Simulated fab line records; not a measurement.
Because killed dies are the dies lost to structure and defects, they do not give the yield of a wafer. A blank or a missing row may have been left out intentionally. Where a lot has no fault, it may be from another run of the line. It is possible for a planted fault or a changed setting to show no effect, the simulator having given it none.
fab line records	flow n5_finfet
record lots=14	wafers=42	last_day=17
route steps=1938 shown BEOL_M6@1195
lots untouched by any fault: they come from a run of this same line in which no faults occurred
start_h: the number of hours between the record's first day and the start of the first shown wafer of the lot	wait_h: hours from the lot's prior step to this one	" repeats the value in the row above	L1.1+2: a single row standing in for several wafers	- no value present, or no start provided	* or withheld: withheld	< > ~ a bound
route shown NAME@n: a module of which the file shows steps, and the number in the route of the first	usual: average and standard deviation across the fault-free wafers	same: alike in all rows	chamber/n: place in a boat	sites: each site's reading	_std_site: standard deviation across them	_edge_site: the outer-site mean with the inner-site mean subtracted	radius_mm: for every site, how far away it sits from the centre of the wafer	mask NAME#n: copy n	behind: the last tool/chamber to shape the wafer	hold: the reason the lot was held/the length of the hold in hours/how it ended	device: transistor that didn't switch, given as n, p or np	end of line: the same wafers' tests at the end of the route	step lacking rows: just its recipe	killed: not the wafer's yield, but the dies lost to structure and defects at the first sort	map: shows each die of a wafer: x if killed, . if not, _ if none is there
set.NAME: setting as actually run; set.NAME@STEP: the setting as run at that earlier step	model.NAME: the simulator's own value behind a step, which no gauge read
the route's steps for a sample of lots (tables are steps, rows are wafers)
services: the hour from which a tool's chamber was out of use, counted from the record's first day as start_h (under 0 if before that day), plus the number of hours and why
## steps
# step N5_BEOL_M6_CURE_74
# recipe temp_c=385	time_s=240	ambient=He/Ar	material=SiCOH_lowk
# usual lamp_power_pct=52.31/0.061	wafer_temp_C_max=386.8/0.67
lot.wafer	tool	chamber	start_h	wait_h	lamp_power_pct	wafer_temp_C_max
L468.2	uv_cure-01	1	187.92	0.1	52.47	387.2
L468.3	"	1	"	"	52.26	386.7
L468.5	"	1	"	"	52.21	386.5
L471.1	uv_cure-01	0	202.82	0.0	52.23	387.7
L471.2	"	0	"	"	52.41	387.8
L471.3	"	0	"	"	52.31	387.2
L472.2	uv_cure-02	2	207.01	0.2	52.40	386.6
L472.3	"	2	"	"	52.26	386.2
L472.6	"	2	"	"	52.22	386.1
L473.1	uv_cure-03	1	216.31	0.1	52.24	385.9
L473.4	"	1	"	"	52.34	386.5
L473.5	"	1	"	"	52.37	386.5
L474.2	uv_cure-02	0	220.45	0.1	52.43	387.4
L474.3	"	0	"	"	52.32	386.5
L474.6	"	0	"	"	52.24	387.0
L475.1	uv_cure-03	0	230.98	0.1	52.22	388.5
L475.3	"	0	"	"	52.34	388.9
L475.6	"	0	"	"	52.42	388.1
L478.2	uv_cure-03	2	243.61	0.1	52.32	386.0
L478.3	"	2	"	"	52.37	386.5
L478.6	"	2	"	"	52.33	386.1
L479.1	uv_cure-01	2	261.15	0.0	52.32	386.7
L479.2	"	2	"	"	52.27	387.2
L479.3	"	2	"	"	52.37	386.8
L482.1	uv_cure-01	1	265.11	0.0	52.35	387.0
L482.4	"	1	"	"	52.35	386.6
L482.5	"	1	"	"	52.27	386.7
L480.3	uv_cure-01	2	268.96	0.6	52.30	387.3
L480.5	"	2	"	"	52.28	387.2
L480.6	"	2	"	"	52.28	386.8
L485.2	uv_cure-02	2	271.85	0.1	52.26	386.2
L485.3	"	2	"	"	52.38	386.3
L485.6	"	2	"	"	52.35	386.6
L486.1	uv_cure-02	1	293.98	0.1	52.23	386.4
L486.2	"	1	"	"	52.28	386.5
L486.5	"	1	"	"	52.31	386.5
L489.1	uv_cure-02	1	305.27	0.1	52.38	386.8
L489.3	"	1	"	"	52.33	386.5
L489.6	"	1	"	"	52.20	387.2
L490.2	uv_cure-02	1	323.17	0.1	52.36	386.5
L490.5	"	1	"	"	52.42	386.8
L490.6	"	1	"	"	52.43	386.1
# step N5_BEOL_M6_OVL_MEAS_12
# recipe points_per_wafer=44
# usual M6_OVL=-0.2/0.67
# same points_per_wafer=44
lot.wafer	tool	chamber	start_h	wait_h	M6_OVL[nm]
L468.2	overlay-01	0	189.37	0.0	0.2
L468.3	"	0	"	"	-0.5
L468.5	"	0	"	"	0.7
L471.1	overlay-02	0	205.41	0.0	0.2
L471.2	"	0	"	"	-0.2
L471.3	"	0	"	"	0.0
L472.2	overlay-02	0	210.06	0.0	0.2
L472.3	"	0	"	"	0.2
L472.6	"	0	"	"	0.1
L473.1	overlay-02	0	219.17	0.0	0.2
L473.4	"	0	"	"	-0.3
L473.5	"	0	"	"	0.1
L474.2	overlay-02	0	221.67	0.0	-0.7
L474.3	"	0	"	"	-1.0
L474.6	"	0	"	"	-0.4
L475.1	overlay-01	0	233.53	0.0	-0.7
L475.3	"	0	"	"	-0.5
L475.6	"	0	"	"	0.8
L478.2	overlay-01	0	246.22	0.0	-1.4
L478.3	"	0	"	"	-1.1
L478.6	"	0	"	"	-2.3
L479.1	overlay-01	0	265.05	0.0	-0.4
L479.2	"	0	"	"	-1.4
L479.3	"	0	"	"	-0.7
L482.1	overlay-01	0	268.01	0.0	-0.4
L482.4	"	0	"	"	-0.6
L482.5	"	0	"	"	-0.1
L480.3	overlay-02	0	271.42	0.0	-1.2
L480.5	"	0	"	"	-0.6
L480.6	"	0	"	"	-0.7
L485.2	overlay-02	0	275.05	0.0	-1.0
L485.3	"	0	"	"	-0.4
L485.6	"	0	"	"	-1.0
L486.1	overlay-02	0	296.73	0.1	0.3
L486.2	"	0	"	"	0.6
L486.5	"	0	"	"	-0.2
L489.1	overlay-02	0	306.75	0.0	-0.2
L489.3	"	0	"	"	0.0
L489.6	"	0	"	"	0.2
L490.2	overlay-01	0	324.91	0.0	-0.3
L490.5	"	0	"	"	0.4
L490.6	"	0	"	"	-0.2
# step N5_BEOL_M6_EXPOSE_25
# recipe mask_id=V5	na=0.33	source_shape=annular	sigma_inner=0.4	sigma_outer=0.8	polarization=unpolarized	target_cd_nm=40	dose_mj=45
# usual exposure_dose_mJ_cm2=44.91/0.045	focus_offset_nm=0.0/0.53
lot.wafer	tool	chamber	start_h	wait_h	mask	exposure_dose_mJ_cm2	focus_offset_nm
L468.2	euv_scanner-01	0	191.90	-	V5#0	44.94	0.3
L468.3	"	0	"	"	V5#0	44.98	0.2
L468.5	"	0	"	"	V5#0	44.87	0.9
L471.1	euv_scanner-01	0	206.10	-	V5#0	44.93	0.4
L471.2	"	0	"	"	V5#0	44.94	0.1
L471.3	"	0	"	"	V5#0	44.93	0.1
L472.2	euv_scanner-01	0	211.99	-	V5#0	44.88	0.3
L472.3	"	0	"	"	V5#0	44.90	0.6
L472.6	"	0	"	"	V5#0	44.83	0.7
L473.1	euv_scanner-01	0	220.02	-	V5#0	44.98	-0.9
L473.4	"	0	"	"	V5#0	44.88	-0.7
L473.5	"	0	"	"	V5#0	44.95	-1.1
L474.2	euv_scanner-01	0	223.14	-	V5#0	44.91	-0.1
L474.3	"	0	"	"	V5#0	44.92	-0.8
L474.6	"	0	"	"	V5#0	44.93	-0.3
L475.1	euv_scanner-01	0	235.62	-	V5#0	44.97	0.4
L475.3	"	0	"	"	V5#0	44.87	-0.5
L475.6	"	0	"	"	V5#0	44.93	-0.4
L478.2	euv_scanner-01	0	247.04	-	V5#0	44.89	0.4
L478.3	"	0	"	"	V5#0	44.92	-0.1
L478.6	"	0	"	"	V5#0	44.89	0.1
L479.1	euv_scanner-01	0	267.34	-	V5#0	44.97	-0.1
L479.2	"	0	"	"	V5#0	44.95	0.3
L479.3	"	0	"	"	V5#0	44.87	-0.3
L482.1	euv_scanner-02	-	270.11	-	V5#0	-	-
L482.4	"	-	"	"	V5#0	-	-
L482.5	"	-	"	"	V5#0	-	-
L480.3	euv_scanner-01	-	274.19	-	V5#0	-	-
L480.5	"	-	"	"	V5#0	-	-
L480.6	"	-	"	"	V5#0	-	-
L485.2	euv_scanner-02	0	277.04	-	V5#0	44.99	0.0
L485.3	"	0	"	"	V5#0	45.00	1.1
L485.6	"	0	"	"	V5#0	44.91	-0.3
L486.1	euv_scanner-01	0	297.64	-	V5#0	44.89	-0.7
L486.2	"	0	"	"	V5#0	44.95	0.1
L486.5	"	0	"	"	V5#0	44.94	0.1
L489.1	euv_scanner-01	0	308.22	-	V5#0	44.93	0.8
L489.3	"	0	"	"	V5#0	44.91	0.7
L489.6	"	0	"	"	V5#0	44.90	1.2
L490.2	euv_scanner-02	0	328.65	-	V5#0	44.87	0.5
L490.5	"	0	"	"	V5#0	44.79	0.2
L490.6	"	0	"	"	V5#0	44.90	0.3
# step N5_BEOL_M6_ETCH_66
# recipe chemistry=N2/H2	target=SOC	target_depth_a=800	overetch_a=160	mask_material=SiARC	temp_c=40	time_s=120	ion_energy_ev=200	pressure_mtorr=30	source_w=840	bias_w=150	n2_flow_sccm=200	h2_flow_sccm=200
# usual chamber_pressure_mTorr=30.001/0.026	drypump_motor_current_A=5.65/0.3	oes_product_au=0.58/0.069	rf_vpp_V=524.0/2.5	showerhead_plenum_p_Torr=2.55/0.087	throttle_valve_pct=17.92/0.28
lot.wafer	tool	chamber	start_h	wait_h	chamber_pressure_mTorr	drypump_motor_current_A	oes_product_au	rf_hours_counter_h	rf_vpp_V	showerhead_plenum_p_Torr	throttle_valve_pct
L468.2	rie_diel-03	0	192.59	0.0	29.969	5.56	0.58	153	520.8	2.45	18.08
L468.3	"	1	"	"	29.988	5.27	0.54	193	528.0	2.63	17.87
L468.5	"	2	"	"	30.010	6.10	0.54	-	522.8	2.51	17.82
L471.1	rie_diel-06	3	206.54	0.0	29.965	5.20	0.56	178	520.6	2.42	17.61
L471.2	"	2	"	"	30.025	6.28	0.72	4	528.5	2.72	17.57
L471.3	"	0	"	"	29.998	5.81	0.55	188	524.6	2.65	18.01
L472.2	rie_diel-03	1	212.32	0.0	30.009	5.29	0.53	201	526.4	2.63	17.91
L472.3	"	0	"	"	30.002	5.58	0.58	160	520.5	2.45	18.09
L472.6	"	2	"	"	30.005	6.10	0.54	-	523.1	2.51	17.82
L473.1	rie_diel-02	2	221.05	0.0	29.993	5.38	0.54	241	523.2	2.51	17.83
L473.4	"	3	"	"	30.022	5.57	0.55	-	520.9	2.50	18.27
L473.5	"	2	"	"	30.024	5.40	0.53	-	521.7	2.51	17.83
L474.2	rie_diel-02	0	223.88	0.0	29.998	5.60	0.53	232	521.5	2.50	17.73
L474.3	"	3	"	"	30.019	5.57	0.55	224	523.0	2.50	18.26
L474.6	"	3	"	"	30.016	5.58	0.54	-	523.7	2.50	18.27
L475.1	rie_diel-03	2	236.03	0.0	29.985	6.14	0.53	243	522.4	2.50	17.86
L475.3	"	1	"	"	29.945	5.27	0.53	212	524.5	2.62	17.93
L475.6	"	0	"	"	30.016	5.58	0.57	-	520.8	2.45	18.10
L478.2	rie_diel-06	1	247.37	0.0	30.046	5.43	0.55	230	522.6	2.52	18.25
L478.3	"	3	"	"	30.068	5.22	0.55	190	520.5	2.42	17.64
L478.6	"	3	"	"	29.950	5.23	0.55	-	520.5	2.42	17.64
L479.1	rie_diel-03	0	267.78	0.0	29.970	5.53	0.57	181	521.3	2.44	18.14
L479.2	"	3	"	"	30.011	5.92	0.63	81	527.7	2.68	17.79
L479.3	"	1	"	"	30.032	5.28	0.53	223	525.9	2.62	17.94
L482.1	rie_diel-02	2	270.44	0.0	30.008	5.40	0.77	1	522.3	2.51	17.40
L482.4	"	1	"	"	29.971	5.87	0.54	242	526.0	2.61	18.20
L482.5	"	3	"	"	29.970	5.59	0.54	-	523.3	2.49	18.29
L480.3	rie_diel-02	1	274.69	0.0	29.953	5.84	0.55	244	526.6	2.61	18.19
L480.5	"	2	"	"	30.027	5.39	0.77	-	522.3	2.51	17.38
L480.6	"	1	"	"	30.013	5.86	0.53	-	526.2	2.61	18.20
L485.2	rie_diel-06	0	277.59	0.0	30.023	5.79	0.55	212	527.4	2.64	18.05
L485.3	"	1	"	"	29.987	5.45	0.55	240	522.7	2.51	18.25
L485.6	"	1	"	"	30.010	5.43	0.54	-	523.1	2.51	18.26
L486.1	rie_diel-06	3	298.31	0.0	29.974	5.22	0.53	210	520.0	2.41	17.65
L486.2	"	0	"	"	30.001	5.79	0.54	220	524.9	2.63	18.06
L486.5	"	1	"	"	29.968	5.46	0.54	-	522.8	2.51	18.26
L489.1	rie_diel-06	2	308.94	0.0	30.007	6.27	0.67	38	529.1	2.70	17.62
L489.3	"	0	"	"	30.006	5.79	0.54	226	525.4	2.63	18.07
L489.6	"	3	"	"	29.987	5.22	0.54	-	519.9	2.41	17.69
L490.2	rie_diel-03	1	329.34	0.0	29.967	5.30	0.51	246	525.9	2.61	17.96
L490.5	"	1	"	"	29.993	5.28	0.51	-	526.9	2.61	17.98
L490.6	"	0	"	"	30.008	5.55	0.56	-	522.4	2.43	18.15
## services
tool	chamber	start_h	hours	kind
rie_diel-06	2	165.55	-	clean
rie_diel-06	2	165.55	-	consumable_replace:focus_ring
euv_scanner-02	-	166.41	4.6	pm
euv_scanner-02	-	183.17	1.1	repair
rie_diel-02	3	185.18	6.4	repair
euv_scanner-01	-	187.69	1.0	repair
euv_scanner-01	-	188.90	1.0	pm
euv_scanner-02	-	192.83	1.5	repair
euv_scanner-02	-	196.34	3.4	repair
euv_scanner-02	-	203.80	1.0	pm
uv_cure-01	-	222.97	2.1	pm
rie_diel-03	3	225.89	3.9	repair
euv_scanner-01	0	231.22	-	calibration
uv_cure-02	-	232.28	6.0	pm
euv_scanner-01	-	245.05	1.0	pm
uv_cure-03	-	247.32	129.3	repair
euv_scanner-01	-	258.19	1.7	repair
euv_scanner-02	-	259.95	1.0	pm
rie_diel-06	2	279.68	6.7	repair
uv_cure-01	-	288.41	7.5	pm
euv_scanner-01	-	289.29	0.7	repair
euv_scanner-01	-	301.20	1.0	pm
euv_scanner-02	-	303.34	0.9	repair
euv_scanner-02	-	316.10	1.0	pm
## key
first_sign step=N5_BEOL_M6_EXPOSE_25	reading=tool_record	direction=missing
effect none on later readings
met_at N5_BEOL_M6_EXPOSE_25
struck_lots L480,L482
later_rows_left_out L480.3,L480.5,L480.6,L482.1,L482.4,L482.5
sort_left_out L480.3,L480.5,L480.6,L482.1,L482.4,L482.5
not_acting_at N5_BEOL_M6_CURE_74,N5_BEOL_M6_OVL_MEAS_12,N5_BEOL_M6_ETCH_66
onset_between 267.34 270.11
fault kind=skipped_step_whole	tool=euv_scanner-01,euv_scanner-02	chamber=-	onset_h=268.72	steps=N5_BEOL_M6_EXPOSE_25	scope=struck_lots_only
# sort_left_out: the simulated sort isn't trusted on such a fault, so these wafers' sort isn't shown, and their yield isn't known
# later_rows_left_out: the simulator's readings of these wafers behind a module that went badly wrong aren't trusted and aren't shown, but for the sort
